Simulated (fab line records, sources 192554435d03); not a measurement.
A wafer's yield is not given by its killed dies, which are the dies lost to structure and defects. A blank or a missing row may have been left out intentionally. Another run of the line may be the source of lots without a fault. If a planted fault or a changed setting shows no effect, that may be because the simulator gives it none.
A struck lot beside a sound one    flow n5-finfet    15 out of 1938 route steps
Sound: wafers L239.4, L239.5, L239.6. The struck wafers were L254.4, L254.5. The cause comes at the end.
Per side, at each step with rows, come the tool, then ch with its chambers, and then its first start. Under that, the readings that differ: sound wafers    struck wafers    difference of the means    sigmas: that difference in standard deviations of wafers without a fault.
alike: same words and numbers on both sides, and readings whose means sit less than 2 such deviations apart. not compared: any withheld reading, any reading some wafer has no value for, any bound like >300 that may hide the same value, and any number with overlapping values for which the record gives no deviation.
A row with sigmas, a row that says differs or no value, or rows on one side alone: a step with any of these is where the two part. When numbers do not overlap yet have no deviation, they are printed without sigmas and do not part them. Lack of a reading on every wafer of one side parts them only where that side has two or more wafers.

N5_BEOL_M1_DESCUM_33: chemistry O2, time 7 s.
  sound on rie-diel-06 ch 1,2,3, day 6 08:14; struck on rie-diel-05 ch 0,1, day 9 22:05
  alike: chamber-pressure-mTorr, drypump-motor-current-A, oes-product-au, rf-vpp-V, showerhead-plenum-p-Torr, throttle-valve-pct
  not compared: rf-hours-counter-h
N5_BEOL_M1_ETCH_77: etches underlayer in N2/H2, target depth 6.5 nm, time 5.2 s.
  sound on rie-diel-06 ch 1,2,3, day 6 08:16; struck on rie-diel-05 ch 0,1, day 9 22:06
  alike: chamber-pressure-mTorr, drypump-motor-current-A, etch-rf-on-time-s, oes-product-au, rf-vpp-V, showerhead-plenum-p-Torr, throttle-valve-pct
  not compared: rf-hours-counter-h
then, 1 step without rows for these wafers: N5_BEOL_M1_ETCH_69 (etches SiARC in CF4, target depth 15.6 nm, time 26 s).
N5_BEOL_M1_ALD_98: deposits SiO2, target thk 2.5 nm, pulse time 1 s, co reactant pulse time 1 s.
  sound on ald-sin-01 ch 0,2,3, day 6 08:24; struck on ald-sin-04 ch 1,2, day 9 22:11
  alike: heater-power-w, precursor-pulse-height-rel
N5_BEOL_M1_ETCHBACK_99: etches SiO2 in CHF3, target depth 5 nm, time 10.4 s.
  sound on rie-diel-06 ch 1,2,3, day 6 08:31; struck on rie-diel-06 ch 0,2, day 9 22:31
  alike: chamber-pressure-mTorr, drypump-motor-current-A, mfc-ar-sccm, oes_f_703_au, oes-product-au, rf-vpp-V, showerhead-plenum-p-Torr, throttle-valve-pct
  not compared: rf-hours-counter-h
then, 7 steps without rows for these wafers: N5_BEOL_M1_ETCH_70 (etches SOC in N2/H2, target depth 80 nm, overetch 16 nm, time 120 s); N5_BEOL_M1_STRIP_71 (strips in N2/H2); N5_BEOL_M1_STRIP_78 (strips in N2/H2); N5_BEOL_M1_VIA_ETCH_34 (etches the open film in C4F6/O2, target depth 67.8 nm, time 64.4 s); N5_BEOL_M1_STRIP_83 (strips in C4F6/O2); N5_BEOL_M1_STRIP_36 (strips in N2/H2); N5_BEOL_M1_TRENCH_ETCH_37 (etches SiOC in C4F6/O2, target depth 55.207 nm, time 29 s).
N5_BEOL_M1_ETCH_41: etches SiCN in CH3F/O2, target depth 31.9 nm, time 57.8 s.
  sound on rie-diel-06 ch 1,2,3, day 6 08:47; struck on rie-diel-06 ch 0,2, day 9 22:47
reading                   sound             struck       difference  sigmas
model.etch.depth-nm (nm)  22.13 21.3 21.14  31.94 31.59  +10.24      
  alike: chamber-pressure-mTorr, drypump-motor-current-A, mfc-ar-sccm, oes-product-au, rf-vpp-V, showerhead-plenum-p-Torr, throttle-valve-pct
  not compared: rf-hours-counter-h
N5_BEOL_M1_STRIP_97: strips in N2/H2, time 10 s.
  sound: rie-diel-06 ch 1,2,3; struck: rie-diel-06 ch 0,2
  alike: chamber-pressure-mTorr, drypump-motor-current-A, oes-product-au, rf-vpp-V, showerhead-plenum-p-Torr, throttle-valve-pct
  not compared: rf-hours-counter-h
N5_BEOL_M4_RC_MEAS_101:
  sound on prober-02 ch 0, day 7 18:58; struck on prober-02 ch 0, day 11 08:04
  alike: DIBL_N, DIBL_P, IOFF_N, IOFF_P, ION_N, ION_P, SS_N, SS_P, VT_N, VT_P

== WHERE THEY PART ==
Nowhere in this record.

WHY: what the simulator had put in
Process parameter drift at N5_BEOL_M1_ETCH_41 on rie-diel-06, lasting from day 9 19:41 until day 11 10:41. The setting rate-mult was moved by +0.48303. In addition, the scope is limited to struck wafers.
